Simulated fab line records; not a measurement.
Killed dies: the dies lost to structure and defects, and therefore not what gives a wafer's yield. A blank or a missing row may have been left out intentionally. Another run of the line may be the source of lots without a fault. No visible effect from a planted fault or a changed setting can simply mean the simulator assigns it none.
A single fault, viewed from 2 desks    flow nand harc    each desk has only its own numbers; what lay behind them comes last

## THE TOOL OWNER'S DESK: pecvd onon-03
The tool's own readings at NHARC_A_ONON_D2_DEP_06 (target thk 1000 nm): means of the sampled wafers that have a number, for each lot that ran on this tool. A lot is out of limits, marked OUT, if its mean lies more than 4 standard deviations from the usual mean; the brackets give that distance.
Columns: A = susceptor temp C at NHARC_A_ONON_D2_DEP_06, usual 400.00 C
lot   first seen here  A
L724  day 11 05:56     400.19
L726  day 12 11:01     399.96
L725  day 12 15:28     399.88
L727  day 13 15:37     399.94
L740  day 18 14:36     400.25
L743  day 19 22:26     399.85
L746  day 20 17:07     399.62
This desk's verdict: no lot among the 7 shows anything out of limits.

## AT THE METROLOGY DESK
What the gauges read, lot by lot, whatever tool the lot ran on: means of the sampled wafers that have a number. A lot is out of limits, marked OUT, if its mean lies more than 4 standard deviations from the usual mean; the brackets give that distance.
Columns: A = thk nm at NHARC_A_BONDPAD_THK_MEAS_20, usual 169.7 nm; B = cd nm at NHARC_THIN_TSV_CD_MEAS_37, usual 4999.8 nm
lot   first seen here  A      B
L724  day 22 09:40     170.9  5003.3
L725  day 22 20:41     168.7  5001.2
L726  day 22 21:52     170.5  4998.4
L727  day 24 04:58     170.0  4999.1
L735  day 26 19:50     171.5  4997.7
L737  day 27 21:14     169.7  5000.7
L738  day 28 06:54     168.4  5001.2
L740  day 28 19:23     169.9  5000.2
L741  day 29 11:08     170.1  5000.5
L744  day 30 16:07     168.5  4997.9
L743  day 30 17:11     169.9  4999.5
L746  day 31 18:19     170.4  4999.2
L745  day 31 23:16     169.1  5000.4
This desk's verdict: no lot among the 13 shows anything out of limits.

## TAKEN TOGETHER
The desk of the tool owner found nothing out of limits.
At the metrology desk, nothing out of limits was observed.

## WHAT HAD BEEN PUT IN BY THE SIMULATOR
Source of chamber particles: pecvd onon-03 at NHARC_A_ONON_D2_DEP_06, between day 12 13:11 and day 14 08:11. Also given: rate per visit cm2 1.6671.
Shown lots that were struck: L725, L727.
